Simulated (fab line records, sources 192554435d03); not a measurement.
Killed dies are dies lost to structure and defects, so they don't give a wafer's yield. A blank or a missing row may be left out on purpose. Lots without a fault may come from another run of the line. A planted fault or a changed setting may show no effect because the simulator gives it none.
Split-lot experiment | flow n5_finfet | 7 lots, 39 wafers read, on a route of 1938 steps

THE SPLIT
At N5_BEOL_M7_DESCUM_33 (chemistry O2, time 7 s), the setting time_s was moved away from the recipe's 7 s on 12 of the 39 wafers read, by -38.9% to +27.6%. The other wafers ran this setting at the recipe's value.

FROM THE SPLIT TO THE READING: what the file shows between them, 1 step
- N5_BEOL_M7_ETCH_72: etches underlayer in N2/H2, target depth 6.5 nm, time 5.2 s

THE READING
CAR-EUV_of_BEOL_M7_COAT_22.thk_nm (the simulator's own value, which no gauge read), in nm, at N5_BEOL_M7_ETCH_65 (etches SiARC in CF4, target depth 15.6 nm, time 26 s). The file gives no usual value for it. The 27 wafers here that ran the recipe average 11.1 nm, standard deviation 0.1 nm.

wafer  | tool, chamber at the split | time_s as run, s | against the recipe | CAR-EUV_of_BEOL_M7_COAT_22.thk_nm, nm | against lot-mates on the recipe
L075.1 | rie_diel-06, 2,3,0,1,1,0   | 7                | recipe             | 11.2                                  | -
L075.2 | rie_diel-06, 2,3,0,1,1,0   | 7                | recipe             | 11.2                                  | -
L075.3 | rie_diel-06, 2,3,0,1,1,0   | 7                | recipe             | 11.2                                  | -
L075.4 | rie_diel-06, 2,3,0,1,1,0   | 7                | recipe             | 11.2                                  | -
L075.5 | rie_diel-06, 2,3,0,1,1,0   | 7                | recipe             | 11.2                                  | -
L075.6 | rie_diel-06, 2,3,0,1,1,0   | 7                | recipe             | 11.2                                  | -
L081.1 | rie_diel-02, 2,1,0         | 7                | recipe             | 11                                    | -
L081.5 | rie_diel-02, 2,1,0         | 7                | recipe             | 11                                    | -
L081.6 | rie_diel-02, 2,1,0         | 7                | recipe             | 11                                    | -
L090.1 | rie_diel-02, 2,0           | 7                | recipe             | 11.2                                  | -
L090.2 | rie_diel-02, 2,0           | 7                | recipe             | 11.2                                  | -
L090.3 | rie_diel-02, 1,1,2,0       | 7                | recipe             | 11                                    | -
L090.4 | rie_diel-02, 1,1,2,0       | 7                | recipe             | 11                                    | -
L090.5 | rie_diel-02, 1,1,2,0       | 7                | recipe             | 11                                    | -
L090.6 | rie_diel-02, 1,1,2,0       | 7                | recipe             | 11                                    | -
L092.1 | rie_diel-06, 1,0           | 7                | recipe             | 11.2                                  | -
L092.2 | rie_diel-06, 1,0           | 7                | recipe             | 11.2                                  | -
L092.3 | rie_diel-06, 3             | 8.931            | +27.6%             | 10.2                                  | -0.9
L092.5 | rie_diel-06, 0             | 8.931            | +27.6%             | 10.2                                  | -0.9
L092.4 | rie_diel-06, 2             | 7                | recipe             | 11                                    | -
L092.6 | rie_diel-06, 3             | 8.931            | +27.6%             | 10.4                                  | -0.7
L095.1 | rie_diel-02, 2             | 7                | recipe             | 11.2                                  | -
L095.6 | rie_diel-02, 3,0           | 7                | recipe             | 11.2                                  | -
L095.2 | rie_diel-02, 3,0           | 7                | recipe             | 11                                    | -
L095.3 | rie_diel-02, 0,3,2         | 4.274            | -38.9%             | 12.4                                  | +1.3
L095.4 | rie_diel-02, 0,3,2         | 4.274            | -38.9%             | 12.4                                  | +1.3
L095.5 | rie_diel-02, 0,3,2         | 4.274            | -38.9%             | 12.6                                  | +1.5
L094.1 | rie_diel-02, 3,0,2         | 5.075            | -27.5%             | 12.2                                  | +1.1
L094.2 | rie_diel-02, 3,0,2         | 5.075            | -27.5%             | 12.2                                  | +1.1
L094.3 | rie_diel-02, 3,0,2         | 5.075            | -27.5%             | 12.2                                  | +1.1
L094.4 | rie_diel-02, 3             | 7                | recipe             | 11.2                                  | -
L094.5 | rie_diel-02, 0,2           | 7                | recipe             | 11.2                                  | -
L094.6 | rie_diel-02, 0,2           | 7                | recipe             | 11                                    | -
L096.1 | rie_diel-02, 3,1,0         | 7                | recipe             | 11                                    | -
L096.2 | rie_diel-02, 3,1,0         | 7                | recipe             | 11                                    | -
L096.3 | rie_diel-02, 3,1,0         | 7                | recipe             | 11                                    | -
L096.4 | rie_diel-02, 2             | 8.287            | +18.4%             | 10.4                                  | -0.6
L096.5 | rie_diel-02, 2,1           | 8.287            | +18.4%             | 10.4                                  | -0.6
L096.6 | rie_diel-02, 2,1           | 8.287            | +18.4%             | 10.4                                  | -0.6
Where a row lists several chambers, the file gives one row for several wafers and doesn't say which wafer went through which chamber.

THE FIT
A straight line over all 39 wafers: CAR-EUV_of_BEOL_M7_COAT_22.thk_nm changes by -0.0353 nm for each +1% of time_s; r = -0.98; the points scatter about the line by 0.11 nm.
The same after taking each lot's own level away (the mean of its wafers on the recipe; 39 wafers): -0.0344 nm for each +1%; r = -0.99; scatter 0.081 nm.
On that fit, the largest move of time_s shifts the reading by 1.3 nm.
The lots' own levels span 11.00 to 11.20 nm, that is 2.0 times the standard deviation above.
So the lot-to-lot level changes the slope little: the two slopes agree.
Check: with one of the wafers moved furthest among these (-38.9%) left out of the fit, the line predicts +1.37 nm for it against its lot-mates. It came out at +1.27 nm against them.

OTHER SPLITS ON THESE WAFERS
These wafers also went through other splits before the reading. Each is held against what the fit with the lots' levels taken away leaves over:
other split on the same wafers           | wafers away from the commonest value | r with CAR-EUV_of_BEOL_M7_COAT_22.thk_nm (lot level and that fit taken away)
N5_PMOS_HMC_CHANNEL_EPI_HM_DEP_34 time_s | 18                                   | +0.05
N5_SD_EPI_N_ETCH_45 target_depth_a       | 15                                   | -0.03
N5_SDB_ETCH_18 time_s                    | 9                                    | -0.19
N5_GATE_CUT_DESCUM_18 time_s             | 15                                   | +0.19
N5_BEOL_M0_ETCH_128 time_s               | 9                                    | -0.10
N5_BEOL_M6_ETCH_62 time_s                | 12                                   | -0.05

THE WHOLE CHAIN: every reading that the file lists as answering this split, in the file's order
step                 | what it does                                                | reading                                                                            | change (the file's fit)                | r (the file's)
N5_BEOL_M7_DESCUM_33 | chemistry O2, time 7 s                                      | CAR-EUV_of_BEOL_M7_COAT_22.thk_nm (the simulator's own value, which no gauge read) | -0.0365 nm for each +1% of the setting | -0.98
N5_BEOL_M7_ETCH_72   | etches underlayer in N2/H2, target depth 6.5 nm, time 5.2 s | CAR-EUV_of_BEOL_M7_COAT_22.thk_nm (the simulator's own value, which no gauge read) | -0.0331 nm for each +1% of the setting | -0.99
N5_BEOL_M7_ETCH_65   | etches SiARC in CF4, target depth 15.6 nm, time 26 s        | CAR-EUV_of_BEOL_M7_COAT_22.thk_nm (the simulator's own value, which no gauge read) | -0.0345 nm for each +1% of the setting | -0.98

THE FILE'S OWN FIT
CAR-EUV_of_BEOL_M7_COAT_22.thk_nm changes by -0.0345 nm for each +1% of time_s, r = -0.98.
